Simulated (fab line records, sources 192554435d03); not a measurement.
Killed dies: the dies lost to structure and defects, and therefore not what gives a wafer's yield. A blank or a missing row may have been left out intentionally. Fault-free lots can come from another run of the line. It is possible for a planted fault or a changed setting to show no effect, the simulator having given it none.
fab line records -- flow n5Finfet
record lots=6, wafers=18, lastDay=17
route steps=1938 shown DUMMY_GATE@250 SPACER0@258 SD_EPI_N@262 PASSIVATION@1936
lots with no fault: from the same line, run without faults
startH: hours from the record's first day to the start of the lot's first wafer shown -- waitH: time in hours since the lot's previous step -- " identical to the entry in the row above -- L1.1+2: a single row standing in for several wafers -- - value missing, or start not given -- * or withheld: withheld -- < > ~ a bound
route shown NAME@n: NAME is a module with steps in the file, n the number in the route of the first one -- usual: mean and standard deviation over wafers with no fault -- same: alike in all rows -- chamber/n: place in a boat -- sites: the reading at each site -- _std_site: the standard deviation of these -- _edge_site: mean of outer sites minus mean of inner sites -- radiusMm: how far each site lies from the wafer's centre -- mask NAME#n: copy n -- behind: the last tool/chamber to shape the wafer -- hold: reason for holding the lot/hours on hold/outcome of the hold -- device: names the non-switching transistor (n, p or np) -- end of line: the same wafers' tests at the end of the route -- a step given without rows: its recipe and nothing more -- killed: not the wafer's yield, but the dies lost to structure and defects at the first sort -- map: the dies of a wafer, with x for killed, . for not killed, _ for no die there
set.NAME: the setting that was run; set.NAME@STEP: the one run at that earlier step -- model.NAME: the simulator's own value behind a step, which no gauge read
lots seen at some steps along the route; tables by step, rows by wafer
services: when a tool's chamber went out of use (startH, in hours from the record's first day, below 0 if earlier), for how many hours, and the reason
## steps
# step N5_DUMMY_GATE_ETCH_42
# recipe chemistry=CHF3/O2, target=SiO2, targetDepthA=35, timeS=31, ionEnergyEv=30, biasW=12, pressureMtorr=30, sourceW=600, Ar_flow_sccm=200, CHF3_flow_sccm=50, O2_flow_sccm=5
# usual CHF3_flow_sccm=50.01/0.15, O2_flow_sccm=5.002/0.016, drypumpMotorCurrentA=5.6/0.45, mfcArSccm=200.0/0.59, oesProductAu=0.76/0.091, rfVppV=42.4/1.1, showerheadPlenumPTorr=2.43/0.077, throttleValvePct=18.86/0.28
lot.wafer,tool,chamber,startH,waitH,CHF3_flow_sccm,O2_flow_sccm,drypumpMotorCurrentA,mfcArSccm,oesProductAu,rfHoursCounterH,rfVppV,showerheadPlenumPTorr,throttleValvePct
L646.3,rieDiel-04,2,71.60,0.0,50.14,5.002,4.9,199.4,0.87,53,40.8,2.46,18.67
L646.4,rieDiel-04,0,71.60,0.0,50.19,5.007,5.2,200.1,0.68,230,42.1,2.27,18.48
L646.5,rieDiel-04,0,71.60,0.0,50.08,5.009,5.3,199.7,0.68,-,44.2,2.27,18.49
L645.1,rieDiel-02,0,72.45,0.1,50.13,5.026,6.0,199.3,0.76,157,42.9,2.41,18.89
L645.5,rieDiel-02,0,72.45,0.1,49.93,5.040,6.1,199.5,0.75,-,41.4,2.41,18.90
L645.6,rieDiel-02,1,72.45,0.1,50.14,5.004,5.8,199.4,0.74,-,44.1,2.51,18.97
L655.2,rieDiel-04,3,130.95,0.0,49.86,4.998,5.0,199.7,0.93,12,43.2,2.49,18.39
L655.4,rieDiel-04,2,130.95,0.0,49.92,5.013,4.9,200.5,0.84,-,41.6,2.45,18.72
L655.6,rieDiel-04,3,130.95,0.0,49.83,4.972,5.0,199.7,0.93,-,43.0,2.49,18.39
L656.1,rieDiel-02,3,133.95,0.0,50.06,5.018,5.4,199.5,0.92,17,42.6,2.55,18.47
L656.4,rieDiel-02,1,133.95,0.0,49.72,4.979,5.9,200.4,0.73,166,43.7,2.50,18.99
L656.5,rieDiel-02,1,133.95,0.0,49.88,4.977,5.8,198.8,0.73,-,41.7,2.50,19.01
L661.2,rieDiel-02,2,162.87,0.2,50.00,5.000,5.7,199.6,0.69,239,41.7,2.39,19.26
L661.3,rieDiel-02,0,162.87,0.2,50.02,4.985,6.1,199.2,0.73,182,43.1,2.40,18.95
L661.6,rieDiel-02,1,162.87,0.2,50.19,5.002,5.8,200.8,0.72,-,41.9,2.50,19.02
L663.2,rieDiel-02,1,174.31,0.0,49.91,5.007,5.9,200.3,0.71,178,41.1,2.50,19.02
L663.5,rieDiel-02,0,174.31,0.0,50.13,4.968,6.0,199.6,0.72,-,42.9,2.40,18.94
L663.6,rieDiel-02,3,174.31,0.0,49.96,4.994,5.4,199.9,0.89,-,42.5,2.54,18.48
# step N5_DUMMY_GATE_STRIP_48
# recipe chemistry=N2/H2, timeS=20, powerW=100, tempC=40, pressureMtorr=100, rfFrequencyHz=6e+07, biasPowerW=3, n2FlowSccm=300, h2FlowSccm=300
# usual drypumpMotorCurrentA=5.7/0.46, oesProductAu=0.76/0.089, rfVppV=45.3/0.88, showerheadPlenumPTorr=3.41/0.11, throttleValvePct=12.3/0.32
lot.wafer,tool,chamber,startH,waitH,drypumpMotorCurrentA,oesProductAu,rfHoursCounterH,rfVppV,showerheadPlenumPTorr,throttleValvePct
L646.3,rieDiel-04,2,71.65,0.0,4.9,0.85,53,46.2,3.44,12.0
L646.4,rieDiel-04,0,71.65,0.0,5.3,0.67,230,44.3,3.17,12.0
L646.5,rieDiel-04,0,71.65,0.0,5.3,0.68,-,44.8,3.17,12.0
L645.1,rieDiel-02,0,72.50,0.0,6.0,0.77,157,45.3,3.37,12.3
L645.5,rieDiel-02,0,72.50,0.0,6.0,0.77,-,44.6,3.37,12.3
L645.6,rieDiel-02,1,72.50,0.0,5.9,0.75,-,44.3,3.54,12.5
L655.2,rieDiel-04,3,131.00,0.0,5.0,0.93,12,44.7,3.44,11.7
L655.4,rieDiel-04,2,131.00,0.0,4.9,0.83,-,46.4,3.43,12.1
L655.6,rieDiel-04,3,131.00,0.0,5.0,0.93,-,43.9,3.44,11.7
L656.1,rieDiel-02,3,134.00,0.0,5.4,0.93,17,45.1,3.61,12.0
L656.4,rieDiel-02,1,134.00,0.0,5.9,0.72,166,45.7,3.53,12.6
L656.5,rieDiel-02,1,134.00,0.0,5.9,0.73,-,44.8,3.53,12.6
L661.2,rieDiel-02,2,162.92,0.0,5.6,0.69,239,45.0,3.33,12.7
L661.3,rieDiel-02,0,162.92,0.0,6.1,0.74,182,46.2,3.35,12.4
L661.6,rieDiel-02,1,162.92,0.0,5.8,0.72,-,45.8,3.52,12.6
L663.2,rieDiel-02,1,174.36,0.0,5.8,0.71,178,46.3,3.52,12.6
L663.5,rieDiel-02,0,174.36,0.0,6.0,0.74,-,45.2,3.35,12.4
L663.6,rieDiel-02,3,174.36,0.0,5.4,0.89,-,46.4,3.60,12.0
# step N5_DUMMY_GATE_PRECLEAN_33
# recipe chemistry=dHF, timeS=10, dilution=750:1, tempC=25
# step N5_DUMMY_GATE_PRECLEAN_25
# recipe chemistry=O3/DIW, timeS=45, tempC=22, o3Ppm=10
# step N5_DUMMY_GATE_PRECLEAN_51
# recipe chemistry=SC2, timeS=45, tempC=35, mix=1:1:50
# step N5_DUMMY_GATE_SRD_26
# recipe dry=ipaMarangoni, timeS=30, tempC=23, rinseLiquid=diw
# step N5_DUMMY_GATE_UV_OZONE_45
# recipe timeS=120, pressureTorr=760, tempC=25
# step N5_DUMMY_GATE_INSPECT_27
# recipe inspectInstrument=brightfield, mode=aei
# usual rawDefectCount=298/81
lot.wafer,tool,chamber,startH,waitH,rawDefectCount
L646.3,defectInspect-02,-,71.84,0.0,365
L646.4,defectInspect-02,-,71.84,0.0,219
L646.5,defectInspect-02,-,71.84,0.0,245
L645.1,defectInspect-02,-,72.69,0.0,209
L645.5,defectInspect-02,-,72.69,0.0,219
L645.6,defectInspect-02,-,72.69,0.0,232
L655.2,defectInspect-02,-,131.18,0.0,288
L655.4,defectInspect-02,-,131.18,0.0,200
L655.6,defectInspect-02,-,131.18,0.0,205
L656.1,defectInspect-02,-,134.19,0.0,330
L656.4,defectInspect-02,-,134.19,0.0,220
L656.5,defectInspect-02,-,134.19,0.0,384
L661.2,defectInspect-01,-,163.11,0.0,326
L661.3,defectInspect-01,-,163.11,0.0,351
L661.6,defectInspect-01,-,163.11,0.0,233
L663.2,defectInspect-02,-,174.54,0.0,288
L663.5,defectInspect-02,-,174.54,0.0,307
L663.6,defectInspect-02,-,174.54,0.0,257
# step N5_SPACER0_ALD_07
# recipe material=SiNx, targetThkA=20, tempC=400, aldPrecursorFamily=SiH2I2, aldCoReactant=N2/H2-plasma, pressureTorr=2
# usual heaterPowerW=834/93
lot.wafer,tool,chamber,startH,waitH,heaterPowerW
L646.3,aldSin-04,0,71.87,0.0,875
L646.4,aldSin-04,3,71.87,0.0,906
L646.5,aldSin-04,3,71.87,0.0,921
L645.1,aldSin-04,0,72.72,0.0,859
L645.5,aldSin-04,2,72.72,0.0,917
L645.6,aldSin-04,1,72.72,0.0,864
L655.2,aldSin-01,1,131.22,0.0,861
L655.4,aldSin-01,3,131.22,0.0,622
L655.6,aldSin-01,2,131.22,0.0,826
L656.1,aldSin-02,0,134.22,0.0,751
L656.4,aldSin-02,1,134.22,0.0,973
L656.5,aldSin-02,2,134.22,0.0,757
L661.2,aldSin-02,1,163.99,0.9,969
L661.3,aldSin-02,0,163.99,0.9,733
L661.6,aldSin-02,2,163.99,0.9,796
L663.2,aldSin-02,2,174.60,0.1,767
L663.5,aldSin-02,3,174.60,0.1,894
L663.6,aldSin-02,2,174.60,0.1,763
# step N5_SPACER0_ALD_00
# recipe material=SiOCN, targetThkA=35, tempC=400, aldPrecursorFamily=alkyl-aminosilane, aldCoReactant=O2/N2-plasma, pulseTimeS=3, purgeTimeS=2, coReactantPurgeTimeS=2, aldCycles=58, pressureTorr=2
# usual heaterPowerW=836/93, precursorPulseHeightRel=1.000/0.018
lot.wafer,tool,chamber,startH,waitH,heaterPowerW,precursorPulseHeightRel
L646.3,aldSin-04,0,72.02,0.1,858,1.003
L646.4,aldSin-04,3,72.02,0.1,889,0.987
L646.5,aldSin-04,3,72.02,0.1,929,0.981
L645.1,aldSin-04,0,72.87,0.1,845,1.006
L645.5,aldSin-04,2,72.87,0.1,910,0.985
L645.6,aldSin-04,1,72.87,0.1,861,0.995
L655.2,aldSin-01,1,131.37,0.1,850,1.007
L655.4,aldSin-01,3,131.37,0.1,633,1.018
L655.6,aldSin-01,2,131.37,0.1,826,1.002
L656.1,aldSin-02,0,134.38,0.1,766,0.992
L656.4,aldSin-02,1,134.38,0.1,968,0.985
L656.5,aldSin-02,2,134.38,0.1,760,0.993
L661.2,aldSin-02,1,164.14,0.1,952,0.965
L661.3,aldSin-02,0,164.14,0.1,772,1.009
L661.6,aldSin-02,2,164.14,0.1,789,1.006
L663.2,aldSin-02,2,174.76,0.1,789,0.978
L663.5,aldSin-02,3,174.76,0.1,898,1.002
L663.6,aldSin-02,2,174.76,0.1,785,1.028
# step N5_SPACER0_ALD_08
# recipe material=SiNx, targetThkA=20, tempC=400, aldPrecursorFamily=SiH2I2, aldCoReactant=N2/H2-plasma, pressureTorr=2
# usual heaterPowerW=834/94
lot.wafer,tool,chamber,startH,waitH,heaterPowerW
L646.3,aldSin-04,0,72.28,0.1,850
L646.4,aldSin-04,3,72.28,0.1,885
L646.5,aldSin-04,3,72.28,0.1,899
L645.1,aldSin-04,0,73.13,0.1,863
L645.5,aldSin-04,2,73.13,0.1,933
L645.6,aldSin-04,1,73.13,0.1,873
L655.2,aldSin-01,1,131.63,0.1,838
L655.4,aldSin-01,3,131.63,0.1,614
L655.6,aldSin-01,2,131.63,0.1,822
L656.1,aldSin-02,0,134.63,0.1,732
L656.4,aldSin-02,1,134.63,0.1,990
L656.5,aldSin-02,2,134.63,0.1,789
L661.2,aldSin-02,1,164.40,0.1,969
L661.3,aldSin-02,0,164.40,0.1,755
L661.6,aldSin-02,2,164.40,0.1,783
L663.2,aldSin-02,2,175.01,0.1,782
L663.5,aldSin-02,3,175.01,0.1,905
L663.6,aldSin-02,2,175.01,0.1,762
# step N5_SPACER0_INSPECT_04
# recipe inspectInstrument=darkfield, mode=postDep
# usual rawDefectCount=137/33
lot.wafer,tool,chamber,startH,waitH,rawDefectCount
L646.3,defectInspect-01,-,72.44,0.1,159
L646.4,defectInspect-01,-,72.44,0.1,112
L646.5,defectInspect-01,-,72.44,0.1,125
L645.1,defectInspect-02,-,73.29,0.1,110
L645.5,defectInspect-02,-,73.29,0.1,125
L645.6,defectInspect-02,-,73.29,0.1,103
L655.2,defectInspect-02,-,131.79,0.1,130
L655.4,defectInspect-02,-,131.79,0.1,116
L655.6,defectInspect-02,-,131.79,0.1,100
L656.1,defectInspect-02,-,134.79,0.1,132
L656.4,defectInspect-02,-,134.79,0.1,109
L656.5,defectInspect-02,-,134.79,0.1,155
L661.2,defectInspect-02,-,164.56,0.1,155
L661.3,defectInspect-02,-,164.56,0.1,138
L661.6,defectInspect-02,-,164.56,0.1,106
L663.2,defectInspect-02,-,175.17,0.1,142
L663.5,defectInspect-02,-,175.17,0.1,117
L663.6,defectInspect-02,-,175.17,0.1,87
# step N5_SD_EPI_N_COAT_32
# recipe resist=SOC, tempC=250, timeS=60, spinRpm=1500, resistThkNm=350
# usual heaterPowerTotalW=500.5/1.8, runLengthS=66.23/0.16
lot.wafer,tool,chamber,startH,waitH,heaterPowerTotalW,runLengthS,model.SOC_of_SD_EPI_N_COAT_32.thkNm
L646.3,lithoTrack-05,0,72.47,0.0,502.2,66.38,350.8
L646.4,lithoTrack-05,0,72.47,0.0,500.5,66.60,349.8
L646.5,lithoTrack-05,0,72.47,0.0,498.2,66.48,350.8
L645.1,lithoTrack-03,0,73.32,0.0,503.1,66.29,349.4
L645.5,lithoTrack-03,0,73.32,0.0,501.8,66.23,350.6
L645.6,lithoTrack-03,0,73.32,0.0,502.9,66.19,350.2
L655.2,lithoTrack-03,0,131.82,0.0,655.7,44.27,352
L655.4,lithoTrack-03,0,131.82,0.0,659.1,44.29,351.4
L655.6,lithoTrack-03,0,131.82,0.0,655.2,44.30,353
L656.1,lithoTrack-03,0,134.82,0.0,657.2,44.54,352.6
L656.4,lithoTrack-03,0,134.82,0.0,662.0,44.27,353.2
L656.5,lithoTrack-03,0,134.82,0.0,656.3,44.38,353.2
L661.2,lithoTrack-01,0,164.59,0.0,498.8,66.15,348.6
L661.3,lithoTrack-01,0,164.59,0.0,500.4,66.26,350
L661.6,lithoTrack-01,0,164.59,0.0,499.0,66.17,350
L663.2,lithoTrack-01,0,175.20,0.0,503.1,66.01,349.4
L663.5,lithoTrack-01,0,175.20,0.0,502.3,66.27,349.2
L663.6,lithoTrack-01,0,175.20,0.0,503.0,66.07,349.8
# step N5_SD_EPI_N_COAT_33
# recipe resist=SiARC, tempC=220, timeS=60, spinRpm=1500, resistThkNm=35
# step N5_PASSIVATION_PROBE_49
# usual killed_at_M0_to_M3=33/11, killed_at_M4_up=13/5.2, killedAtContacts=11/5.7, killedAtFrontEnd=39/11, killedAtOther=4/3, killedDies=101/20, killedOpen=66/15, killedShort=33/8.4
# same grossDies=1180, killedAtBackSide=0
lot.wafer,tool,chamber,startH,waitH,killed_at_M0_to_M3,killed_at_M4_up,killedAtContacts,killedAtFrontEnd,killedAtOther,killedDies,killedOpen,killedShort
L646.3,prober-01,-,300.82,0.1,25,9,9,32,3,78,50,28
L646.4,prober-01,-,300.87,0.2,28,7,4,33,0,72,44,27
L646.5,prober-01,-,300.92,0.2,19,6,17,31,1,74,50,22
L645.1,prober-01,-,308.08,0.0,30,14,13,39,6,102,63,36
L645.5,prober-01,-,308.28,0.2,26,11,13,30,5,85,57,25
L645.6,prober-01,-,308.33,0.3,42,17,29,42,10,140,102,37
L656.1,prober-01,-,354.10,0.0,52,10,17,50,4,133,95,38
L656.4,prober-01,-,354.25,0.2,48,11,13,26,1,99,64,34
L656.5,prober-01,-,354.30,0.2,40,13,6,39,3,101,68,33
L655.2,prober-02,-,371.51,0.1,39,4,5,51,0,99,62,36
L655.4,prober-02,-,371.61,0.2,41,12,8,21,2,84,58,24
L655.6,prober-02,-,371.71,0.3,56,7,7,33,1,104,72,31
L661.2,prober-01,-,396.38,0.1,27,13,19,47,1,107,77,27
L661.3,prober-01,-,396.43,0.1,30,6,11,68,0,115,78,35
L661.6,prober-01,-,396.58,0.3,43,16,12,54,2,127,82,42
L663.2,prober-02,-,410.65,0.1,25,11,19,40,3,98,71,25
L663.5,prober-02,-,410.80,0.2,27,13,16,15,9,80,60,19
L663.6,prober-02,-,410.85,0.3,30,4,34,45,4,117,75,40
# killed by level:class
L646.3 BEOL_M3:geometricParticle:open=10 FIN_SAQP:geometricParticle:short=8 MOL_CONTACT_COAG:geometricParticle:open=8 BEOL_M0_SAQP:geometricParticle:open=7 STARTING-WAFER:geometricParticle:short=5 BEOL_M0_SAQP:geometricParticle:short=5 FIN_SAQP:geometricParticle:open=4 BEOL_M4:geometricParticle:open=4
L646.4 FIN_SAQP:geometricParticle:short=7 STI_FIN_REVEAL:geometricParticle:open=7 BEOL_M0_SAQP:geometricParticle:open=7 BEOL_M1:geometricParticle:open=6 STARTING-WAFER:geometricParticle:open=6 BEOL_M0_SAQP:geometricParticle:short=5 BEOL_M3:geometricParticle:open=5 MOL_CONTACT_COAG:geometricParticle:open=3
L646.5 MOL_CONTACT_COAG:geometricParticle:open=14 FIN_SAQP:geometricParticle:open=11 FIN_SAQP:geometricParticle:short=6 STI_FIN_REVEAL:geometricParticle:open=6 BEOL_M0_SAQP:geometricParticle:short=6 BEOL_M0_SAQP:geometricParticle:open=6 MOL_CONTACT_COAG:geometricParticle:short=3 STARTING-WAFER:geometricParticle:open=3
L645.1 FIN_SAQP:geometricParticle:open=13 FIN_SAQP:geometricParticle:short=11 BEOL_M3:geometricParticle:open=11 MOL_CONTACT_COAG:geometricParticle:open=10 BEOL_M0_SAQP:geometricParticle:short=10 BEOL_M4:geometricParticle:open=7 BEOL_M0_SAQP:geometricParticle:open=4 STARTING-WAFER:geometricParticle:short=4
L645.5 MOL_CONTACT_COAG:geometricParticle:open=9 STI_FIN_REVEAL:geometricParticle:open=8 BEOL_M0_SAQP:geometricParticle:short=7 BEOL_M0_SAQP:geometricParticle:open=6 FIN_SAQP:geometricParticle:short=5 DUMMY_GATE:geometricParticle:open=4 BEOL_M3:geometricParticle:open=4 GATE_CUT:geometricParticle:short=4
L645.6 BEOL_M3:geometricParticle:open=23 MOL_CONTACT_COAG:geometricParticle:open=20 BEOL_M4:geometricParticle:open=11 STI_FIN_REVEAL:geometricParticle:open=9 FIN_SAQP:geometricParticle:open=8 MOL_CONTACT_COAG:geometricParticle:short=8 FIN_SAQP:geometricParticle:short=6 ILD0:geometricParticle:open=6
L656.1 BEOL_M0_SAQP:geometricParticle:open=15 STI_FIN_REVEAL:geometricParticle:open=14 MOL_CONTACT_COAG:geometricParticle:open=13 FIN_SAQP:geometricParticle:short=9 BEOL_M2:geometricParticle:open=9 BEOL_M3:geometricParticle:open=9 GATE_CUT:geometricParticle:open=7 BEOL_M1:geometricParticle:open=7
L656.4 MOL_CONTACT_COAG:geometricParticle:open=13 BEOL_M0_SAQP:geometricParticle:short=12 BEOL_M0_SAQP:geometricParticle:open=9 BEOL_M3:geometricParticle:open=8 BEOL_M4:geometricParticle:open=7 BEOL_M1:geometricParticle:open=6 BEOL_M2:geometricParticle:open=5 FIN_SAQP:geometricParticle:short=4
L656.5 BEOL_M3:geometricParticle:open=13 FIN_SAQP:geometricParticle:open=8 GATE_CUT:geometricParticle:open=6 MOL_CONTACT_COAG:geometricParticle:open=6 BEOL_M0_SAQP:geometricParticle:open=6 BEOL_M4:geometricParticle:open=6 BEOL_M2:geometricParticle:short=5 GATE_CUT:geometricParticle:short=5
L655.2 FIN_SAQP:geometricParticle:short=13 BEOL_M2:geometricParticle:open=13 BEOL_M3:geometricParticle:open=9 STI_FIN_REVEAL:geometricParticle:open=8 FIN_SAQP:geometricParticle:open=7 DUMMY_GATE:geometricParticle:open=5 MOL_CONTACT_COAG:geometricParticle:open=5 BEOL_M0_SAQP:geometricParticle:short=5
L655.4 BEOL_M3:geometricParticle:open=13 GATE_CUT:geometricParticle:short=7 MOL_CONTACT_COAG:geometricParticle:open=7 BEOL_M1:geometricParticle:open=7 STI_FIN_REVEAL:geometricParticle:open=6 BEOL_M0_SAQP:geometricParticle:short=6 BEOL_M4:geometricParticle:open=6 BEOL_M0_SAQP:geometricParticle:open=5
L655.6 STI_FIN_REVEAL:geometricParticle:open=15 BEOL_M2:geometricParticle:open=15 BEOL_M3:geometricParticle:open=14 BEOL_M0_SAQP:geometricParticle:open=10 BEOL_M0_SAQP:geometricParticle:short=6 MOL_CONTACT_COAG:geometricParticle:open=4 STI_FIN_REVEAL:geometricParticle:short=3 DUMMY_GATE:geometricParticle:short=3
L661.2 STI_FIN_REVEAL:geometricParticle:open=20 MOL_CONTACT_COAG:geometricParticle:open=15 BEOL_M0_SAQP:geometricParticle:open=9 FIN_SAQP:geometricParticle:open=8 BEOL_M0_SAQP:geometricParticle:short=7 STI_FIN_REVEAL:geometricParticle:short=5 BEOL_M2:geometricParticle:open=5 MOL_CONTACT_COAG:geometricParticle:short=4
L661.3 STI_FIN_REVEAL:geometricParticle:open=31 FIN_SAQP:geometricParticle:short=11 FIN_SAQP:geometricParticle:open=10 MOL_CONTACT_COAG:geometricParticle:open=9 BEOL_M2:geometricParticle:open=6 BEOL_M0_SAQP:geometricParticle:open=6 BEOL_M0_SAQP:geometricParticle:short=5 STI_FIN_REVEAL:geometricParticle:short=4
L661.6 FIN_SAQP:geometricParticle:open=15 FIN_SAQP:geometricParticle:short=14 BEOL_M0_SAQP:geometricParticle:open=13 MOL_CONTACT_COAG:geometricParticle:open=11 BEOL_M0_SAQP:geometricParticle:short=11 BEOL_M4:geometricParticle:open=9 BEOL_M1:geometricParticle:open=5 BEOL_M2:geometricParticle:open=5
L663.2 MOL_CONTACT_COAG:geometricParticle:open=16 STI_FIN_REVEAL:geometricParticle:open=12 BEOL_M2:geometricParticle:open=9 DUMMY_GATE:geometricParticle:open=7 ILD0:geometricParticle:open=5 BEOL_M4:geometricParticle:open=4 STARTING-WAFER:geometricParticle:open=4 MOL_CONTACT_COAG:geometricParticle:short=3
L663.5 MOL_CONTACT_COAG:geometricParticle:open=14 BEOL_M1:geometricParticle:open=8 BEOL_M0_SAQP:geometricParticle:open=7 STI_FIN_REVEAL:geometricParticle:open=5 BEOL_M2:geometricParticle:open=5 DUMMY_GATE:geometricParticle:open=3 BEOL_M0_SAQP:geometricParticle:short=3 BEOL_M4:geometricParticle:open=3
L663.6 MOL_CONTACT_COAG:geometricParticle:open=26 STI_FIN_REVEAL:geometricParticle:open=16 BEOL_M0_SAQP:geometricParticle:short=10 BEOL_M0_SAQP:geometricParticle:open=9 MOL_CONTACT_COAG:geometricParticle:short=8 DUMMY_GATE:geometricParticle:open=6 FIN_SAQP:geometricParticle:short=4 BEOL_M1:geometricParticle:open=4
## services
tool,chamber,startH,hours,kind
aldSin-01,0,51.21,1.7,repair
rieDiel-02,3,54.77,-,clean
rieDiel-02,3,54.77,-,consumableReplace:focusRing
rieDiel-02,3,54.77,-,consumableReplace:showerhead
rieDiel-02,3,54.77,21.4,scheduledDown
rieDiel-02,3,54.77,21.4,ventCycle
rieDiel-04,0,61.47,8.6,repair
rieDiel-04,3,75.44,-,clean
rieDiel-04,3,75.44,-,consumableReplace:focusRing
rieDiel-04,3,75.44,12.3,scheduledDown
rieDiel-04,3,75.44,12.3,ventCycle
rieDiel-04,2,79.75,5.4,repair
aldSin-01,3,121.34,8.3,repair
rieDiel-04,0,124.66,-,clean
rieDiel-04,0,124.66,-,consumableReplace:focusRing
rieDiel-04,0,124.66,-,consumableReplace:showerhead
rieDiel-04,0,124.66,17.3,scheduledDown
rieDiel-04,0,124.66,17.3,ventCycle
rieDiel-02,0,137.14,1.7,repair
aldSin-04,2,164.94,4.4,repair
rieDiel-02,2,167.26,2.7,repair
rieDiel-04,3,171.42,1.6,repair
aldSin-01,1,171.53,16.3,repair
## key
firstSign step=N5_SD_EPI_N_COAT_32, reading=runLengthS, direction=down, sigmas=99+, usual=*, struck=*
effect step=N5_SD_EPI_N_COAT_32, reading=heaterPowerTotalW, direction=up, sigmas=89, usual=*, struck=*
modelEffect step=N5_SD_EPI_N_COAT_32, value=SOC_of_SD_EPI_N_COAT_32.thkNm, without=350.8, struck=352.6
metAt N5_SD_EPI_N_COAT_32
struckWafers L655.2,L655.4,L655.6,L656.1,L656.4,L656.5
testerLeftOut L655,L656
onsetBetween 73.32 131.82
fault kind=processParameterDrift, tool=lithoTrack-03, chamber=-, onsetH=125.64, steps=N5_SD_EPI_N_COAT_32, channel=timeS, offset=*, shape=step, endH=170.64, actsIn=*, stated=*
# testerLeftOut: of these lots the tester's yield and bins aren't shown, on N5 and GAA mostly nor the transistor test; their killed dies are dies lost to structure and defects alone, not to doping, threshold or leakage, so they don't give the yield
